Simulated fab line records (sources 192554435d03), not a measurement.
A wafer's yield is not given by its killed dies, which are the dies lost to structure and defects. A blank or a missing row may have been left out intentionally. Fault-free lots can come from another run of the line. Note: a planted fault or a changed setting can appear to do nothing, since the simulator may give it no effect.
fab line records	flow n5-finfet	part 1 of 2: steps 1 to 4 of 6
record lots=24	wafers=72	last-day=17
route steps=1938 shown FIN_SAQP@96 STI_FIN_REVEAL@191 DUMMY_GATE@232
lots untouched by any fault: they come from a run of this same line in which no faults occurred
start-h: the number of hours between the record's first day and the start of the first shown wafer of the lot	wait-h: how many hours have passed since the lot's step before this one	" identical to the entry in the row above	L1.1+2: several wafers, shown together as one row	- no value, or no start given	* or withheld: withheld	< > ~ a bound
route shown NAME@n: a module of which the file shows steps, and the number in the route of the first	usual: mean/standard deviation of fault-free wafers	same: alike in all rows	chamber/n: place in a boat	sites: readings site by site	_std_site: standard deviation across them	_edge_site: mean of outer sites minus mean of inner sites	radius-mm: for every site, how far away it sits from the centre of the wafer	mask NAME#n: copy n	behind: the most recent tool/chamber to have shaped the wafer	hold: the reason the lot was held/the length of the hold in hours/how it ended	device: whichever transistor did not switch (one of n, p or np)	end of line: tests run on the same wafers once the route is complete	where a step has no rows: the recipe by itself	killed: the dies lost at the first sort to structure and to defects; this is not the yield of the wafer	map: dies across one wafer; x = killed, . = not, _ = none there
set.NAME: the setting the step ran with; set.NAME@STEP: the setting that earlier step ran with	model.NAME: the simulator's own value behind a step, which no gauge read
route steps across a sampled set of lots; one table per step, one row per wafer
services: the hour from which a tool's chamber was out of use, counted from the record's first day as start-h (under 0 if before that day), plus the number of hours and why
## steps
# step N5_FIN_SAQP_HM_DEP_03
# recipe material=SiNx	target-thk-a=380	temp-c=400	precursor=SiH4/NH3/N2	pressure-torr=1.5	rf-w=300	time-s=33.6
# usual heater-power-w=770/130	showerhead-plenum-p-Torr=5.13/0.075	throttle-valve-pct=40.2/1.7
lot.wafer	tool	chamber	start-h	wait-h	heater-power-w	showerhead-plenum-p-Torr	throttle-valve-pct
L074.2	pecvd-02	0	20.66	0.2	686	5.08	40.5
L074.5	"	0	"	"	672	5.08	40.9
L074.6	"	1	"	"	702	5.04	42.9
L075.3	pecvd-02	1	27.00	0.1	704	5.03	42.8
L075.4	"	2	"	"	719	5.05	40.8
L075.5	"	1	"	"	718	5.04	42.9
L076.2	pecvd-04	1	32.68	0.2	907	5.19	38.8
L076.4	"	2	"	"	897	5.18	38.7
L076.6	"	2	"	"	896	5.19	38.7
L077.1	pecvd-04	1	39.21	0.2	1043	5.19	39.1
L077.3	"	1	"	"	1004	5.19	38.8
L077.5	"	1	"	"	1035	5.19	38.6
L078.1	pecvd-03	2	46.16	0.2	743	5.10	38.5
L078.3	"	1	"	"	600	5.24	40.9
L078.6	"	1	"	"	592	5.24	40.9
L079.1	pecvd-04	0	51.60	0.2	743	5.12	40.5
L079.4	"	0	"	"	744	5.11	40.7
L079.6	"	1	"	"	983	5.19	39.0
L080.1	pecvd-02	2	56.64	0.2	626	5.05	40.9
L080.3	"	0	"	"	667	5.07	41.4
L080.6	"	2	"	"	623	5.05	40.9
L081.1	pecvd-04	1	63.14	0.2	996	5.19	38.8
L081.4	"	0	"	"	774	5.11	40.9
L081.6	"	0	"	"	773	5.10	40.6
L082.1	pecvd-02	0	69.80	0.2	643	5.05	41.2
L082.4	"	1	"	"	794	5.02	42.6
L082.6	"	1	"	"	818	5.03	42.7
L083.1	pecvd-03	0	74.97	0.2	666	5.25	39.7
L083.2	"	1	"	"	666	5.25	40.8
L083.4	"	1	"	"	677	5.24	41.0
L084.3	pecvd-04	0	81.12	0.1	679	5.12	40.6
L084.5	"	1	"	"	933	5.18	39.0
L084.6	"	2	"	"	945	5.17	36.4
L085.2	pecvd-02	1	88.09	0.2	841	5.04	42.9
L085.4	"	1	"	"	830	5.04	42.9
L085.6	"	0	"	"	605	5.07	41.3
L086.1	pecvd-04	0	94.79	0.2	661	5.10	40.7
L086.2	"	1	"	"	990	5.18	39.2
L086.4	"	2	"	"	791	5.17	36.3
L087.2	pecvd-02	0	100.71	0.2	674	5.07	41.2
L087.5	"	0	"	"	682	5.09	41.5
L087.6	"	1	"	"	740	5.04	42.9
L088.2	pecvd-03	1	106.21	0.2	674	5.25	41.3
L088.3	"	2	"	"	864	5.11	38.7
L088.5	"	2	"	"	880	5.10	38.5
L089.2	pecvd-02	2	111.12	0.2	747	5.05	41.0
L089.3	"	1	"	"	820	5.04	42.5
L089.6	"	1	"	"	801	5.04	42.9
L090.1	pecvd-04	0	118.09	0.2	639	5.12	41.1
L090.3	"	2	"	"	896	5.16	36.5
L090.6	"	0	"	"	640	5.13	40.7
L091.4	pecvd-03	2	122.60	0.1	753	5.10	38.6
L091.5	"	0	"	"	718	5.26	39.9
L091.6	"	1	"	"	682	5.24	40.8
L092.1	pecvd-04	2	130.13	0.2	797	5.18	36.7
L092.4	"	2	"	"	813	5.17	36.7
L092.6	"	1	"	"	891	5.20	38.8
L093.1	pecvd-02	1	135.27	0.2	742	5.04	42.8
L093.4	"	1	"	"	760	5.04	43.0
L093.5	"	0	"	"	635	5.07	41.6
L094.2	pecvd-04	1	141.62	0.2	947	5.18	38.9
L094.3	"	0	"	"	761	5.12	40.8
L094.4	"	1	"	"	923	5.19	38.9
L095.1	pecvd-04	2	147.00	0.2	943	5.18	36.7
L095.3	"	0	"	"	762	5.12	40.9
L095.4	"	0	"	"	772	5.10	40.9
L096.2	pecvd-03	2	152.61	0.2	890	5.10	38.9
L096.3	"	1	"	"	676	5.25	40.8
L096.6	"	1	"	"	696	5.24	40.8
L097.1	pecvd-02	2	159.08	0.2	751	5.03	40.8
L097.4	"	0	"	"	684	5.07	41.7
L097.5	"	1	"	"	783	5.05	42.8
# step N5_FIN_SAQP_PECVD_06
# recipe material=a-Si	target-thk-a=600	temp-c=400	precursor=SiH4/He	pressure-torr=3	rf-w=100	time-s=48.1
# usual heater-power-w=817/110	showerhead-plenum-p-Torr=5.66/0.059	throttle-valve-pct=18.3/0.74
lot.wafer	tool	chamber	start-h	wait-h	heater-power-w	showerhead-plenum-p-Torr	throttle-valve-pct
L074.2	pecvd-03	0	20.86	0.0	777	5.76	18.0
L074.5	"	2	"	"	921	5.65	17.5
L074.6	"	0	"	"	768	5.74	18.0
L075.3	pecvd-02	2	27.21	0.0	749	5.60	18.9
L075.4	"	1	"	"	928	5.59	19.5
L075.5	"	0	"	"	665	5.63	19.0
L076.2	pecvd-02	0	32.91	0.0	738	5.62	18.5
L076.4	"	0	"	"	726	5.62	18.7
L076.6	"	1	"	"	891	5.60	19.5
L077.1	pecvd-03	0	39.44	0.0	770	5.75	18.2
L077.3	"	2	"	"	885	5.64	17.5
L077.5	"	2	"	"	881	5.65	17.6
L078.1	pecvd-04	0	46.41	0.0	826	5.66	18.4
L078.3	"	0	"	"	700	5.64	18.4
L078.6	"	0	"	"	711	5.65	18.4
L079.1	pecvd-02	1	51.83	0.0	754	5.60	19.4
L079.4	"	0	"	"	687	5.63	18.8
L079.6	"	2	"	"	707	5.61	18.9
L080.1	pecvd-02	2	56.84	0.0	772	5.58	18.8
L080.3	"	1	"	"	853	5.59	19.4
L080.6	"	0	"	"	744	5.61	18.4
L081.1	pecvd-02	0	63.37	0.0	739	5.62	18.9
L081.4	"	1	"	"	899	5.58	19.5
L081.6	"	2	"	"	760	5.60	18.9
L082.1	pecvd-04	0	70.03	0.0	797	5.64	18.5
L082.4	"	1	"	"	939	5.69	17.9
L082.6	"	0	"	"	784	5.64	18.2
L083.1	pecvd-04	1	75.20	0.0	1102	5.70	17.8
L083.2	"	2	"	"	900	5.69	16.4
L083.4	"	0	"	"	766	5.65	18.3
L084.3	pecvd-02	2	81.55	0.1	738	5.59	18.4
L084.5	"	2	"	"	737	5.58	18.8
L084.6	"	2	"	"	728	5.61	18.4
L085.2	pecvd-03	1	88.48	0.1	751	5.75	18.5
L085.4	"	1	"	"	747	5.74	18.5
L085.6	"	1	"	"	743	5.75	18.7
L086.1	pecvd-02	2	94.99	0.0	769	5.61	18.7
L086.2	"	0	"	"	696	5.62	18.9
L086.4	"	0	"	"	691	5.63	18.8
L087.2	pecvd-03	2	100.92	0.0	849	5.64	17.5
L087.5	"	2	"	"	842	5.65	17.5
L087.6	"	0	"	"	727	5.75	17.7
L088.2	pecvd-03	0	106.42	0.0	739	5.76	18.1
L088.3	"	1	"	"	711	5.74	18.8
L088.5	"	2	"	"	944	5.62	17.5
L089.2	pecvd-03	2	111.32	0.0	918	5.64	17.8
L089.3	"	0	"	"	706	5.76	18.0
L089.6	"	1	"	"	785	5.74	18.6
L090.1	pecvd-02	0	118.29	0.0	646	5.62	18.6
L090.3	"	2	"	"	792	5.60	18.7
L090.6	"	0	"	"	657	5.61	18.7
L091.4	pecvd-04	0	122.81	0.0	814	5.63	18.6
L091.5	"	2	"	"	849	5.68	16.7
L091.6	"	1	"	"	1096	5.70	17.6
L092.1	pecvd-03	1	130.33	0.0	712	5.74	18.4
L092.4	"	1	"	"	697	5.74	18.6
L092.6	"	0	"	"	720	5.75	17.9
L093.1	pecvd-03	2	135.47	0.0	886	5.65	18.1
L093.4	"	2	"	"	900	5.64	17.8
L093.5	"	0	"	"	777	5.76	18.1
L094.2	pecvd-02	0	141.83	0.0	723	5.62	18.9
L094.3	"	1	"	"	864	5.60	19.7
L094.4	"	2	"	"	784	5.61	18.7
L095.1	pecvd-04	1	147.20	0.0	1013	5.71	17.8
L095.3	"	0	"	"	787	5.66	19.0
L095.4	"	1	"	"	1032	5.70	17.8
L096.2	pecvd-04	1	152.81	0.0	1013	5.70	17.7
L096.3	"	0	"	"	743	5.64	18.5
L096.6	"	2	"	"	924	5.69	16.5
L097.1	pecvd-04	1	159.28	0.0	997	5.69	17.6
L097.4	"	1	"	"	1028	5.70	17.6
L097.5	"	0	"	"	796	5.65	18.7
# step N5_FIN_SAQP_SPACER2_ETCHBACK_29
# recipe chemistry=CHF3/O2	mode=anisotropic-etchback	target=SiO2	target-depth-a=122	time-s=6.1	pressure-mtorr=30	source-w=650	bias-w=170	Ar_flow_sccm=200	CHF3_flow_sccm=50	O2_flow_sccm=5	ion-energy-ev=200
# usual drypump-motor-current-A=5.8/0.53	oes-product-au=0.78/0.091	rf-vpp-V=527/4.8	showerhead-plenum-p-Torr=2.41/0.073	throttle-valve-pct=18.93/0.26
lot.wafer	tool	chamber	start-h	wait-h	drypump-motor-current-A	oes-product-au	rf-hours-counter-h	rf-vpp-V	showerhead-plenum-p-Torr	throttle-valve-pct
L074.2	rie-diel-04	1	25.85	0.2	6.0	0.70	214	523	2.38	19.08
L074.5	"	1	"	"	5.9	0.70	-	524	2.38	19.10
L074.6	"	0	"	"	6.5	0.72	-	521	2.40	19.04
L075.3	rie-diel-06	3	31.47	0.2	4.9	0.88	39	534	2.45	18.88
L075.4	"	1	"	"	5.7	0.80	88	533	2.53	19.15
L075.5	"	0	"	"	6.8	0.84	-	527	2.34	18.47
L076.2	rie-diel-04	1	36.86	0.2	6.0	0.70	220	523	2.38	19.09
L076.4	"	0	"	"	6.5	0.72	198	523	2.40	19.02
L076.6	"	1	"	"	6.0	0.70	-	525	2.38	19.10
L077.1	rie-diel-02	3	44.23	0.2	5.1	0.70	176	521	2.40	19.31
L077.3	"	1	"	"	5.5	0.74	166	529	2.50	19.05
L077.5	"	0	"	"	5.3	0.66	-	521	2.37	18.72
L078.1	rie-diel-06	2	50.91	0.2	5.9	0.76	113	528	2.33	18.66
L078.3	"	3	"	"	4.9	0.87	46	534	2.45	18.88
L078.6	"	2	"	"	6.0	0.77	-	530	2.33	18.68
L079.1	rie-diel-04	2	57.24	0.3	5.8	0.91	19	530	2.36	18.84
L079.4	"	1	"	"	6.0	0.69	226	523	2.38	19.10
L079.6	"	2	"	"	5.8	0.91	-	531	2.36	18.83
L080.1	rie-diel-04	3	61.13	0.2	6.0	0.94	9	532	2.56	18.69
L080.3	"	2	"	"	5.9	0.91	20	531	2.36	18.84
L080.6	"	0	"	"	6.5	0.70	-	523	2.39	19.04
L081.1	rie-diel-02	3	67.45	0.2	5.1	0.69	183	517	2.40	19.31
L081.4	"	1	"	"	5.5	0.73	172	527	2.50	19.07
L081.6	"	0	"	"	5.2	0.66	-	520	2.37	18.73
L082.1	rie-diel-04	1	74.33	0.2	5.9	0.68	231	522	2.37	19.10
L082.4	"	3	"	"	6.0	0.93	13	533	2.56	18.68
L082.6	"	0	"	"	6.5	0.70	-	521	2.39	19.04
L083.1	rie-diel-06	0	79.26	0.2	6.9	0.82	78	523	2.33	18.49
L083.2	"	2	"	"	5.9	0.76	123	528	2.33	18.71
L083.4	"	3	"	"	4.9	0.85	56	532	2.44	18.91
L084.3	rie-diel-04	2	85.93	0.2	5.9	0.90	28	532	2.36	18.84
L084.5	"	3	"	"	6.0	0.92	-	533	2.56	18.70
L084.6	"	0	"	"	6.5	0.71	-	520	2.39	19.06
L085.2	rie-diel-02	3	94.40	0.2	5.1	0.69	192	520	2.39	19.35
L085.4	"	2	"	"	6.5	0.86	-	528	2.44	19.00
L085.6	"	1	"	"	5.5	0.73	-	527	2.49	19.07
L086.1	rie-diel-06	2	100.62	0.2	6.0	0.75	131	528	2.32	18.70
L086.2	"	3	"	"	4.9	0.84	63	531	2.44	18.93
L086.4	"	0	"	"	6.8	0.81	86	526	2.33	18.51
L087.2	rie-diel-06	3	105.18	0.2	4.9	0.84	65	531	2.44	18.92
L087.5	"	0	"	"	6.9	0.80	-	527	2.33	18.50
L087.6	"	1	"	"	5.7	0.76	-	531	2.52	19.21
L088.2	rie-diel-02	1	111.18	0.3	5.5	0.72	188	526	2.49	19.08
L088.3	"	2	"	"	6.5	0.86	73	528	2.44	19.02
L088.5	"	0	"	"	5.2	0.97	-	522	2.37	18.35
L089.2	rie-diel-04	0	115.40	0.2	6.6	0.69	223	521	2.39	19.07
L089.3	"	3	"	"	6.0	0.88	31	533	2.55	18.72
L089.6	"	0	"	"	6.5	0.70	-	522	2.39	19.08
L090.1	rie-diel-02	0	122.63	0.2	5.2	0.94	8	521	2.36	18.38
L090.3	"	3	"	"	5.1	0.67	205	520	2.39	19.34
L090.6	"	1	"	"	5.5	0.72	-	526	2.49	19.10
L091.4	rie-diel-02	0	127.76	0.2	5.2	0.92	-	521	2.36	18.37
L091.5	"	1	"	"	5.5	0.72	-	528	2.49	19.11
L091.6	"	3	"	"	5.1	0.67	-	517	2.39	19.36
L092.1	rie-diel-04	3	134.45	0.2	6.0	0.87	39	532	2.55	18.74
L092.4	"	0	"	"	6.5	0.69	231	521	2.38	19.10
L092.6	"	0	"	"	6.5	0.68	-	520	2.38	19.09
L093.1	rie-diel-06	1	139.66	0.2	5.7	0.76	126	530	2.51	19.22
L093.4	"	2	"	"	5.9	0.74	143	529	2.32	18.72
L093.5	"	1	"	"	5.7	0.77	-	531	2.51	19.24
L094.2	rie-diel-04	1	146.54	0.2	5.9	0.67	251	524	2.37	19.14
L094.3	"	3	"	"	6.0	0.86	44	533	2.55	18.72
L094.4	"	2	"	"	5.9	0.85	-	532	2.35	18.90
L095.1	rie-diel-02	2	152.05	0.2	6.5	0.85	78	528	2.44	19.03
L095.3	"	0	"	"	5.2	0.90	22	520	2.36	18.40
L095.4	"	1	"	"	5.5	0.71	206	528	2.48	19.11
L096.2	rie-diel-06	3	157.37	0.2	4.9	0.82	83	532	2.43	18.95
L096.3	"	2	"	"	6.0	0.73	148	528	2.32	18.74
L096.6	"	1	"	"	5.7	0.75	-	530	2.51	19.23
L097.1	rie-diel-04	0	163.40	0.2	6.5	0.68	239	523	2.38	19.09
L097.4	"	3	"	"	6.0	0.85	-	533	2.55	18.74
L097.5	"	2	"	"	5.8	0.85	-	530	2.35	18.90
# step N5_FIN_SAQP_ETCH_64
# recipe chemistry=CF4	target=SiO2	target-depth-a=15	ion-energy-ev=350	pressure-mtorr=10	icp-w=800	bias-w=400	cf4-flow-sccm=80
# usual drypump-motor-current-A=5.8/0.45	oes-product-au=0.996/0.02	throttle-valve-pct=21.58/0.2
lot.wafer	tool	chamber	start-h	wait-h	drypump-motor-current-A	oes-product-au	rf-hours-counter-h	throttle-valve-pct
L074.2	rie-si-02	3	26.36	0.0	6.2	0.991	138	21.82
L074.5	"	0	"	"	5.9	1.013	-	21.65
L074.6	"	3	"	"	6.2	0.994	-	21.81
L075.3	rie-si-02	1	31.98	0.0	5.7	1.023	131	21.68
L075.4	"	0	"	"	5.9	1.033	74	21.67
L075.5	"	3	"	"	6.2	1.002	-	21.83
L076.2	rie-si-03	1	37.37	0.0	6.0	0.992	182	21.88
L076.4	"	2	"	"	5.5	1.023	7	21.50
L076.6	"	1	"	"	6.1	0.985	-	21.86
L077.1	rie-si-03	0	44.78	0.0	5.1	0.994	86	21.50
L077.3	"	2	"	"	5.5	1.012	7	21.49
L077.5	"	0	"	"	5.1	0.999	-	21.48
L078.1	rie-si-02	2	51.57	0.0	6.0	1.003	75	21.31
L078.3	"	0	"	"	5.9	1.009	75	21.66
L078.6	"	1	"	"	5.7	1.012	-	21.69
L079.1	rie-si-04	0	57.76	0.0	6.4	0.949	62	21.21
L079.4	"	1	"	"	5.4	0.966	197	21.73
L079.6	"	0	"	"	6.4	0.962	-	21.21
L080.1	rie-si-03	2	61.64	0.0	5.5	1.007	8	21.51
L080.3	"	0	"	"	5.1	0.996	86	21.52
L080.6	"	2	"	"	5.5	1.021	-	21.49
L081.1	rie-si-02	1	67.98	0.0	5.7	1.017	132	21.67
L081.4	"	2	"	"	5.9	1.004	76	21.32
L081.6	"	3	"	"	6.2	1.000	-	21.82
L082.1	rie-si-03	0	74.85	0.0	5.1	1.004	86	21.52
L082.4	"	0	"	"	5.1	1.014	-	21.50
L082.6	"	1	"	"	6.0	0.983	-	21.87
L083.1	rie-si-02	2	79.80	0.0	6.0	1.009	76	21.32
L083.2	"	3	"	"	6.2	1.002	139	21.83
L083.4	"	0	"	"	5.9	1.022	75	21.64
L084.3	rie-si-04	3	86.44	0.0	6.4	0.976	88	21.64
L084.5	"	1	"	"	5.4	0.971	-	21.73
L084.6	"	0	"	"	6.4	0.964	-	21.22
L085.2	rie-si-02	3	94.90	0.0	6.2	0.989	139	21.81
L085.4	"	0	"	"	5.9	1.021	75	21.65
L085.6	"	2	"	"	6.0	1.012	-	21.32
L086.1	rie-si-04	1	101.13	0.0	5.4	0.963	198	21.73
L086.2	"	3	"	"	6.4	0.985	88	21.66
L086.4	"	0	"	"	6.5	0.956	63	21.21
L087.2	rie-si-02	0	105.86	0.0	5.9	1.016	76	21.65
L087.5	"	3	"	"	6.2	0.999	-	21.84
L087.6	"	2	"	"	5.9	1.011	-	21.30
L088.2	rie-si-04	0	111.86	0.1	6.4	0.958	63	21.21
L088.3	"	2	"	"	4.9	0.999	8	21.53
L088.5	"	1	"	"	5.4	0.969	-	21.71
L089.2	rie-si-02	2	115.91	0.0	6.0	1.001	77	21.30
L089.3	"	1	"	"	5.7	1.012	133	21.66
L089.6	"	3	"	"	6.2	0.997	-	21.83
L090.1	rie-si-02	3	123.33	0.0	6.2	1.008	139	21.82
L090.3	"	2	"	"	6.0	1.006	77	21.32
L090.6	"	3	"	"	6.2	1.000	-	21.83
L091.4	rie-si-04	2	128.25	0.0	4.9	1.003	-	21.53
L091.5	"	3	"	"	6.4	0.981	-	21.66
L091.6	"	0	"	"	6.5	0.967	-	21.23
L092.1	rie-si-03	3	134.97	0.0	5.5	0.966	116	21.70
L092.4	"	0	"	"	5.1	1.012	88	21.51
L092.6	"	1	"	"	6.0	0.994	-	21.87
L093.1	rie-si-04	2	140.17	0.0	4.9	1.009	9	21.53
L093.4	"	3	"	"	6.4	0.981	89	21.67
L093.5	"	0	"	"	6.4	0.964	-	21.22
L094.2	rie-si-04	0	147.06	0.0	6.5	0.960	64	21.22
L094.3	"	2	"	"	4.9	0.995	9	21.53
L094.4	"	1	"	"	5.4	0.996	0	21.53
L095.1	rie-si-02	2	152.56	0.0	6.0	1.012	77	21.31
L095.3	"	0	"	"	5.9	1.021	76	21.68
L095.4	"	3	"	"	6.1	1.008	140	21.82
L096.2	rie-si-02	1	157.88	0.0	5.7	1.023	134	21.67
L096.3	"	0	"	"	5.9	1.017	77	21.67
L096.6	"	1	"	"	5.7	1.017	-	21.68
L097.1	rie-si-04	0	163.93	0.0	6.4	0.956	64	21.22
L097.4	"	2	"	"	4.9	0.996	10	21.52
L097.5	"	0	"	"	6.5	0.954	-	21.23
